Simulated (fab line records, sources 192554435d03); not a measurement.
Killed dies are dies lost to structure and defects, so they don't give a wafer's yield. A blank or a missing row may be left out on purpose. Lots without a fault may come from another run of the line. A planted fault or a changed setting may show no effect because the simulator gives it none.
One fault seen from 2 desks | flow n5_finfet | each desk has only its own numbers; what lay behind them comes last

THE METROLOGY DESK
What the gauges read, lot by lot, whatever tool the lot ran on: means of the sampled wafers that have a number. A lot is out of limits, marked OUT, if its mean lies more than 4 standard deviations from the usual mean; the brackets give that distance. Of its 10 readings 7 are shown: those that lie furthest out on some lot.
Columns: A = DIBL_P at N5_BEOL_M4_RC_MEAS_101, usual 36.2 mV/V; B = IOFF_N at N5_BEOL_M4_RC_MEAS_101, usual 0.155 nA/um; C = IOFF_P at N5_BEOL_M4_RC_MEAS_101, usual 0.216 nA/um; D = ION_P at N5_BEOL_M4_RC_MEAS_101, usual 464 uA/um; E = SS_N at N5_BEOL_M4_RC_MEAS_101, usual 71.5 mV/dec; F = SS_P at N5_BEOL_M4_RC_MEAS_101, usual 73.3 mV/dec; G = VT_P at N5_BEOL_M4_RC_MEAS_101, usual -249.3 mV
lot  | first seen here | A    | B     | C     | D   | E    | F    | G
L564 | day 8 10:20     | 35.4 | 0.156 | 0.216 | 463 | 71.9 | 73.7 | -248.7
L569 | day 9 10:46     | 37.9 | 0.180 | 0.268 | 473 | 72.4 | 73.7 | -244.4
L574 | day 11 01:13    | 36.5 | 0.149 | 0.234 | 472 | 71.1 | 72.4 | -247.0
L575 | day 11 07:14    | 36.4 | 0.174 | 0.221 | 461 | 71.9 | 73.6 | -246.3
L584 | day 13 20:53    | 35.7 | 0.155 | 0.201 | 463 | 71.2 | 73.7 | -250.7
L585 | day 13 22:28    | 36.1 | 0.136 | 0.206 | 465 | 71.0 | 72.9 | -248.1
This desk's finding: nothing out of limits on any of the 6 lots.

THE TOOL OWNER'S DESK: ald_sin-04
The tool's own readings at N5_MOL_CONTACT_COAG_ALD_27 (deposits SiOC, target thk 17 nm, pulse time 1.5 s, time 2720 s): means of the sampled wafers that have a number, for each lot that ran on this tool. A lot is out of limits, marked OUT, if its mean lies more than 4 standard deviations from the usual mean; the brackets give that distance.
Columns: A = heater_power_w at N5_MOL_CONTACT_COAG_ALD_27, usual 854 W; B = precursor_pulse_height_rel at N5_MOL_CONTACT_COAG_ALD_27, usual 1.000; C = run_length_s at N5_MOL_CONTACT_COAG_ALD_27, usual 2769.9 s
lot  | first seen here | A   | B     | C
L569 | day 6 15:30     | 856 | 1.012 | 2770.1
L574 | day 8 02:19     | 864 | 1.020 | 4098.1 (+99 or more) OUT
L575 | day 8 05:04     | 774 | 0.976 | 3434.0 (+99 or more) OUT
This desk's finding: out of limits on L574, L575; first on L574, day 8 02:19 (run_length_s at N5_MOL_CONTACT_COAG_ALD_27). In limits: L569.

PUT TOGETHER
The tool owner's desk could have raised an alarm at day 8 02:19, on L574, L575.
The metrology desk saw nothing out of limits.
The metrology desk has L574, L575 on record, within its limits.
Of the lots named, all ran N5_MOL_CONTACT_COAG_ALD_27 on ald_sin-04.

WHAT THE SIMULATOR HAD PUT IN
Process parameter drift: ald_sin-04, from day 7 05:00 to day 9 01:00, at N5_MOL_CONTACT_COAG_ALD_27. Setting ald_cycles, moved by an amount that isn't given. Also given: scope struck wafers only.
Lots struck among those shown: L574, L575.
Hours from the fault's start to each desk's first reading out of limits: the tool owner's desk, 21.
